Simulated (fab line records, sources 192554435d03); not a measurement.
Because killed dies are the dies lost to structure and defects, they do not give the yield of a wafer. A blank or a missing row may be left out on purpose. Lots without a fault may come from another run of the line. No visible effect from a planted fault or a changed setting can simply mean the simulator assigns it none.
Which tool is to blame? | flow n5_finfet | 23 wafers from 8 lots sampled at 6 of the route's 1938 steps

## WHAT THE GAUGES READ, wafer by wafer
N5_STI_FIN_REVEAL_FIN_H_MEAS_10.
lot  | measured    | on     | trench_depth_nm (nm)
L481 | day 2 13:11 | ocd-02 | 51.2 51.2 51.0
L484 | day 3 07:56 | ocd-01 | 52.7 52.5
L486 | day 3 19:22 | ocd-01 | 52.4 52.0 52.5
L491 | day 5 02:48 | ocd-02 | 53.1 46.8 47.2
L500 | day 7 10:17 | ocd-01 | 51.9 51.8 51.9
L501 | day 7 13:59 | ocd-01 | 52.6 51.9 51.7
L503 | day 8 02:52 | ocd-02 | 52.4 52.2 52.5
L504 | day 8 06:56 | ocd-01 | 52.1 52.1 52.3

N5_BEOL_M4_RC_MEAS_101.
lot  | measured     | on        | DIBL_N (mV/V)  | DIBL_P (mV/V)  | IOFF_N (nA/um)    | IOFF_N_85C (nA/um) | IOFF_N_LIN (nA/um) | IOFF_P (nA/um) | IOFF_P_85C (nA/um) | IOFF_P_LIN (nA/um) | ION_N (uA/um) | ION_P (uA/um) | REXT_P (ohm.um)   | SS_N (mV/dec)   | SS_P (mV/dec)  | VT_N (mV)   | VT_P (mV)
L481 | day 7 21:37  | prober-02 | 35.4 34.5 34.0 | 33.8 34.4 34.4 | 0.133 0.124 0.116 | 2.7 2.5 2.4        | 0.059 0.059 0.057  | 0.15 0.15 0.16 | 2.8 2.9 2.9        | 0.075 0.076 0.078  | 662 656 655   | 445 451 453   | 99.7 99.8 98.3    | 70.8 70.5 69.8  | 72.5 72.7 72.6 | 251 254 254 | -258 -256 -257
L484 | day 8 14:39  | prober-02 | 35.5 34.7      | 36.8 35.0      | 0.138 0.136       | 2.7 2.7            | 0.066 0.064        | 0.18 0.16      | 3.2 2.9            | 0.087 0.077        | 668 668       | 454 452       | 103.0 104.6       | 71.2 71.5       | 73.5 72.3      | 251 253     | -256 -256
L486 | day 9 07:43  | prober-02 | 35.4 34.4 36.6 | 33.4 31.4 34.7 | 0.133 0.114 0.152 | 2.7 2.3 3.0        | 0.063 0.056 0.071  | 0.18 0.15 0.19 | 3.2 2.8 3.3        | 0.090 0.080 0.093  | 668 664 677   | 459 456 459   | 100.8 101.0 101.3 | 70.8 71.0 71.3  | 72.8 72.5 73.8 | 251 254 250 | -251 -254 -251
L491 | day 10 14:43 | prober-01 | 36.8 59.0 53.4 | 37.4 54.4 47.6 | 0.169 3.071 1.731 | 3.1 36.1 22.3      | 0.077 0.165 0.134  | 0.20 2.56 1.07 | 3.4 29.5 14.3      | 0.094 0.204 0.157  | 676 624 624   | 460 423 425   | 103.0 110.6 110.4 | 71.2 100.6 92.3 | 72.9 95.7 86.0 | 247 246 245 | -252 -247 -249
L500 | day 12 17:01 | prober-02 | 35.2 34.2 35.3 | 34.6 32.9 34.5 | 0.132 0.123 0.137 | 2.6 2.5 2.7        | 0.063 0.059 0.063  | 0.20 0.18 0.19 | 3.4 3.1 3.4        | 0.096 0.091 0.096  | 664 653 656   | 459 455 454   | 99.3 99.1 99.8    | 71.1 71.3 71.7  | 73.1 72.2 72.8 | 252 254 253 | -249 -251 -250
L501 | day 12 19:22 | prober-01 | 35.7 33.7 36.3 | 34.9 32.6 35.9 | 0.132 0.110 0.150 | 2.6 2.2 2.9        | 0.063 0.053 0.066  | 0.20 0.17 0.21 | 3.6 3.1 3.7        | 0.100 0.089 0.101  | 672 651 664   | 465 454 453   | 97.3 97.3 97.7    | 72.0 70.9 71.7  | 73.4 72.2 73.2 | 254 254 252 | -250 -249 -248
L503 | day 13 12:37 | prober-02 | 36.8 38.7 39.1 | 35.2 38.1 38.4 | 0.157 0.199 0.213 | 3.1 3.8 4.0        | 0.073 0.090 0.095  | 0.21 0.26 0.27 | 3.5 4.4 4.4        | 0.098 0.119 0.118  | 681 683 697   | 468 467 475   | 98.7 100.2 99.7   | 70.7 71.9 72.5  | 73.0 73.8 74.2 | 253 245 244 | -250 -244 -248
L504 | day 13 15:45 | prober-02 | 34.6 34.9 35.7 | 34.7 33.6 34.8 | 0.133 0.135 0.154 | 2.7 2.7 3.0        | 0.065 0.064 0.071  | 0.19 0.16 0.19 | 3.4 3.0 3.4        | 0.091 0.082 0.091  | 665 679 681   | 458 461 459   | 103.0 105.2 104.1 | 71.8 71.3 71.5  | 72.8 72.4 73.6 | 251 252 250 | -251 -253 -249

## WHAT TOOL EACH LOT RAN ON (gives the tool, then ch and the chambers of the sampled wafers, and finally the start)
lot  | N5_FIN_CUT_DESCUM_13              | N5_FIN_CUT_STRIP_22               | N5_STI_FIN_REVEAL_ALD_14         | N5_STI_FIN_REVEAL_ETCHBACK_08
L481 | rie_diel-04 ch 0,1, day 2 03:21   | rie_diel-04 ch 0,3, day 2 04:06   | ald_sin-01 ch 2,3, day 2 04:21   | rie_diel-06 ch 2,3, day 2 10:13
L484 | rie_diel-01 ch 3, day 2 21:17     | rie_diel-04 ch 0,1, day 2 22:04   | ald_sin-01 ch 1,2, day 2 22:20   | rie_diel-05 ch 2, day 3 04:39
L486 | rie_diel-04 ch 0,1,2, day 3 09:06 | rie_diel-01 ch 1,3, day 3 10:02   | ald_sin-04 ch 1,3, day 3 10:37   | rie_diel-05 ch 1,2,3, day 3 16:25
L491 | rie_diel-01 ch 0,2,3, day 4 15:23 | rie_diel-01 ch 1,2, day 4 16:08   | ald_sin-01 ch 0,1, day 4 17:58   | rie_diel-05 ch 0,2,3, day 4 23:38
L500 | rie_diel-01 ch 0,2,3, day 6 22:16 | rie_diel-01 ch 0,2,3, day 6 23:01 | ald_sin-01 ch 0,1,3, day 7 01:31 | rie_diel-02 ch 1,2,3, day 7 07:19
L501 | rie_diel-04 ch 0,1,2, day 7 04:16 | rie_diel-03 ch 1,2,3, day 7 05:05 | ald_sin-04 ch 0,2,3, day 7 05:25 | rie_diel-02 ch 0,1,2, day 7 11:02
L503 | rie_diel-04 ch 0,3, day 7 16:26   | rie_diel-03 ch 0,2,3, day 7 17:32 | ald_sin-03 ch 0,1,2, day 7 17:47 | rie_diel-06 ch 2,3, day 7 23:54
L504 | rie_diel-04 ch 0,2,3, day 7 21:16 | rie_diel-01 ch 0,1, day 7 22:01   | ald_sin-01 ch 0,3, day 7 22:16   | rie_diel-05 ch 0,2,3, day 8 03:58
- N5_FIN_CUT_DESCUM_13: chemistry O2, time 7 s.
- N5_FIN_CUT_STRIP_22: strips in N2/H2.
- N5_STI_FIN_REVEAL_ALD_14: deposits Si3N4, target thk 3 nm.
- N5_STI_FIN_REVEAL_ETCHBACK_08: etches SiO2 in C4F6/O2, target depth 30.5 nm, time 10.167 s.

## WHAT THE TOOLS THEMSELVES READ (means of the sampled wafers that have a number; where no wafer has one, the mark that the record gives instead)
N5_FIN_CUT_DESCUM_13.
lot  | tool        | drypump_motor_current_A (A) | oes_product_au (a.u.) | rf_vpp_V (V) | showerhead_plenum_p_Torr (Torr) | throttle_valve_pct (%)
L481 | rie_diel-04 | 5.6                         | 0.72                  | 243.0        | 2.05                            | 20.55
L484 | rie_diel-01 | 5.8                         | 0.76                  | 241.6        | 2.03                            | 20.45
L486 | rie_diel-04 | 5.5                         | 0.73                  | 242.8        | 2.09                            | 20.43
L491 | rie_diel-01 | 5.8                         | 0.73                  | 243.3        | 2.10                            | 20.67
L500 | rie_diel-01 | 5.8                         | 0.72                  | 242.7        | 2.10                            | 20.68
L501 | rie_diel-04 | 5.5                         | 0.71                  | 242.8        | 2.08                            | 20.48
L503 | rie_diel-04 | 5.1                         | 0.70                  | 241.3        | 2.03                            | 20.79
L504 | rie_diel-04 | 5.4                         | 0.72                  | 242.9        | 2.09                            | 20.61

N5_FIN_CUT_STRIP_22.
lot  | tool        | drypump_motor_current_A (A) | oes_product_au (a.u.) | rf_vpp_V (V) | showerhead_plenum_p_Torr (Torr) | throttle_valve_pct (%)
L481 | rie_diel-04 | 5.5                         | 0.74                  | 53.5         | 3.30                            | 19.3
L484 | rie_diel-04 | 5.4                         | 0.72                  | 53.9         | 3.27                            | 19.4
L486 | rie_diel-01 | 5.9                         | 0.89                  | 55.3         | 3.36                            | 18.6
L491 | rie_diel-01 | 6.1                         | 0.87                  | 52.7         | 3.40                            | 18.7
L500 | rie_diel-01 | 5.8                         | 0.71                  | 55.5         | 3.34                            | 19.0
L501 | rie_diel-03 | 5.5                         | 0.75                  | 53.9         | 3.34                            | 19.0
L503 | rie_diel-03 | 5.5                         | 0.73                  | 56.3         | 3.40                            | 19.0
L504 | rie_diel-01 | 5.8                         | 0.82                  | 54.4         | 3.41                            | 18.8

N5_STI_FIN_REVEAL_ALD_14.
lot  | tool       | heater_power_w (W)
L481 | ald_sin-01 | 794
L484 | ald_sin-01 | 776
L486 | ald_sin-04 | 860
L491 | ald_sin-01 | 791
L500 | ald_sin-01 | 809
L501 | ald_sin-04 | 876
L503 | ald_sin-03 | 729
L504 | ald_sin-01 | 852

N5_STI_FIN_REVEAL_ETCHBACK_08.
lot  | tool        | drypump_motor_current_A (A) | oes_product_au (a.u.) | rf_vpp_V (V) | showerhead_plenum_p_Torr (Torr) | throttle_valve_pct (%)
L481 | rie_diel-06 | 5.6                         | 0.85                  | 655          | 2.90                            | 21.14
L484 | rie_diel-05 | 4.9                         | 0.77                  | 680          | 2.95                            | 20.77
L486 | rie_diel-05 | 5.5                         | 0.85                  | 673          | 2.95                            | 20.98
L491 | rie_diel-05 | 5.3                         | 0.81                  | 672          | 2.94                            | 21.05
L500 | rie_diel-02 | 5.8                         | 0.73                  | 647          | 2.85                            | 21.39
L501 | rie_diel-02 | 6.0                         | 0.76                  | 655          | 2.89                            | 21.28
L503 | rie_diel-06 | 5.6                         | 0.82                  | 664          | 2.89                            | 21.33
L504 | rie_diel-05 | 5.3                         | 0.78                  | 670          | 2.93                            | 21.10

## THE ANSWER, worked out from the rows above alone
Rule: what is usual is taken from the lots themselves. The widest of any qualifying gaps counts: lots, ordered by their means at a reading, are off when they make up no more than a third of the lots, leave a main group of 4 or more, and stand apart from it by 3 or more times the standard deviation of that group's means. A main group is skipped when, at the precision printed for the reading in the tables above, its means are all equal. A lot without any number at a reading at which 4 lots or more have one is off too. All remaining lots with rows at the step are treated as sound. Order of review: gauges by route order, followed by the tools' own readings, for which a lot's mean as printed above is used. At the first step where some lot is off, the reading lying furthest off is the one used; lots without a number count as furthest.
Off at N5_STI_FIN_REVEAL_FIN_H_MEAS_10 (trench_depth_nm): L491. Mean 52.1 nm and standard deviation 0.44 in the main group.
A tool fits if, at a process step before that reading, it ran every lot that is off, and no sound lot after the first of them. Not tried: the gauges at N5_STI_FIN_REVEAL_FIN_H_MEAS_10; whatever is off there is also off at N5_BEOL_M4_RC_MEAS_101, on other tools, and gauge error can't account for it. Of those tried, none fits.

## WHAT THE SIMULATOR PUT IN
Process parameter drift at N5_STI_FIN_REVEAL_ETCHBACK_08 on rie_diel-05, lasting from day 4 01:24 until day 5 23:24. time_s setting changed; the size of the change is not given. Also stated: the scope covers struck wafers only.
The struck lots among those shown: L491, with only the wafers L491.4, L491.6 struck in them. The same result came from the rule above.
